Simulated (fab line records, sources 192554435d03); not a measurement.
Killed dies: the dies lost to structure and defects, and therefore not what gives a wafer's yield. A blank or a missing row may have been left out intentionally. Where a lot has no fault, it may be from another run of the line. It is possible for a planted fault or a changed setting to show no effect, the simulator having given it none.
One fault seen from 3 desks -- flow n5-finfet -- each desk holds nothing but its own numbers, with what lay behind them at the end

== THE DEFECT DESK ==
For each lot, the counts of the inspections along the route, averaged over the sampled wafers that have a number. Any lot whose mean is over 4 standard deviations away from the usual mean is out of limits and marked OUT; that distance is given in the brackets.
Columns: A = raw-defect-count at N5_ZERO_LAYER_INSPECT_20, usual 39; B = raw-defect-count at N5_WELL_APT_INSPECT_27, usual 1.9
lot,first seen here,A,B
L225,day 1 13:23,44,2.0
L229,day 2 13:23,42,3.3
L231,day 3 01:23,29,2.7
L233,day 3 13:15,28,2.7
L234,day 3 20:23,31,2.0
L235,day 4 01:23,38,2.3
L238,day 4 19:59,30,1.0
L239,day 5 02:05,33,2.3
L247,day 7 01:25,26,2.0
L248,day 7 07:23,36,3.3
This desk's verdict: no lot among the 10 shows anything out of limits.

== THE METROLOGY DESK ==
What the gauges read for every lot (on any tool): the sampled wafers with a number, averaged. Any lot whose mean is over 4 standard deviations away from the usual mean is out of limits and marked OUT; that distance is given in the brackets. Readings shown: 7 of its 10, picked as those furthest out on some lot.
Columns: A = DIBL_N at N5_BEOL_M4_RC_MEAS_101, usual 36.5 mV/V; B = DIBL_P at N5_BEOL_M4_RC_MEAS_101, usual 36.5 mV/V; C = IOFF_P at N5_BEOL_M4_RC_MEAS_101, usual 0.21 nA/um; D = ION_N at N5_BEOL_M4_RC_MEAS_101, usual 672 uA/um; E = SS_P at N5_BEOL_M4_RC_MEAS_101, usual 73.4 mV/dec; F = VT_N at N5_BEOL_M4_RC_MEAS_101, usual 250 mV; G = VT_P at N5_BEOL_M4_RC_MEAS_101, usual -250.5 mV
lot,first seen here,A,B,C,D,E,F,G
L225,day 8 14:59,33.1,35.4,0.18,668,72.8,252,-251.3
L229,day 9 07:25,38.9,38.5,0.26,677,74.1,247,-248.9
L231,day 9 09:58,36.3,35.0,0.23,678,73.4,246,-250.0
L233,day 10 11:02,35.7,34.5,0.17,665,73.2,250,-253.7
L234,day 10 13:35,35.7,36.3,0.19,673,73.5,251,-250.9
L235,day 10 13:52,33.3,33.5,0.17,651,72.5,256,-252.3
L239,day 11 17:46,37.9,37.1,0.22,660,72.9,252,-250.3
L238,day 11 19:24,36.8,37.5,0.23,666,73.2,248,-249.2
L247,day 13 21:25,37.8,40.0,0.27,679,74.1,246,-245.0
L248,day 14 20:04,38.7,40.7,0.22,676,74.7,248,-250.4
This desk's verdict: no lot among the 10 shows anything out of limits.

== FOR THE TOOL OWNER'S DESK: rie-diel-02 ==
The tool's own readings at N5_ZERO_LAYER_ETCH_17 (etches SiO2 in CF4, target depth 12 nm, time 13.3 s): means of the sampled wafers that have a number, for each lot that ran on this tool. Any lot whose mean is over 4 standard deviations away from the usual mean is out of limits and marked OUT; that distance is given in the brackets.
Columns: A = chamber-pressure-mTorr at N5_ZERO_LAYER_ETCH_17, usual 40.00 mTorr; B = drypump-motor-current-A at N5_ZERO_LAYER_ETCH_17, usual 5.7 A; C = mfc-ar-sccm at N5_ZERO_LAYER_ETCH_17, usual 100.0 sccm; D = oes-product-au at N5_ZERO_LAYER_ETCH_17, usual 0.76 a.u.; E = rf-vpp-V at N5_ZERO_LAYER_ETCH_17, usual 949 V; F = showerhead-plenum-p-Torr at N5_ZERO_LAYER_ETCH_17, usual 2.15 Torr; G = throttle-valve-pct at N5_ZERO_LAYER_ETCH_17, usual 15.7 %
lot,first seen here,A,B,C,D,E,F,G
L225,day 1 12:50,40.02,6.0,100.0,0.73,954,2.23,16.1
L233,day 3 12:43,40.00,5.7,100.0,0.80,950,2.19,15.8
L235,day 4 00:50,40.00,6.3,99.7,0.73,954,2.22,15.9
L238,day 4 19:27,39.98,6.6,100.3,1.02,946,2.11,15.2
L239,day 5 01:31,40.00,6.0,100.2,0.89,951,2.19,15.9
This desk's verdict: no lot among the 5 shows anything out of limits.

== TAKEN TOGETHER ==
The defect desk saw nothing out of limits.
From the metrology desk's view, nothing was out of limits.
Nothing out of limits was seen by the tool owner's desk.

== WHAT THE SIMULATOR HAD INSERTED ==
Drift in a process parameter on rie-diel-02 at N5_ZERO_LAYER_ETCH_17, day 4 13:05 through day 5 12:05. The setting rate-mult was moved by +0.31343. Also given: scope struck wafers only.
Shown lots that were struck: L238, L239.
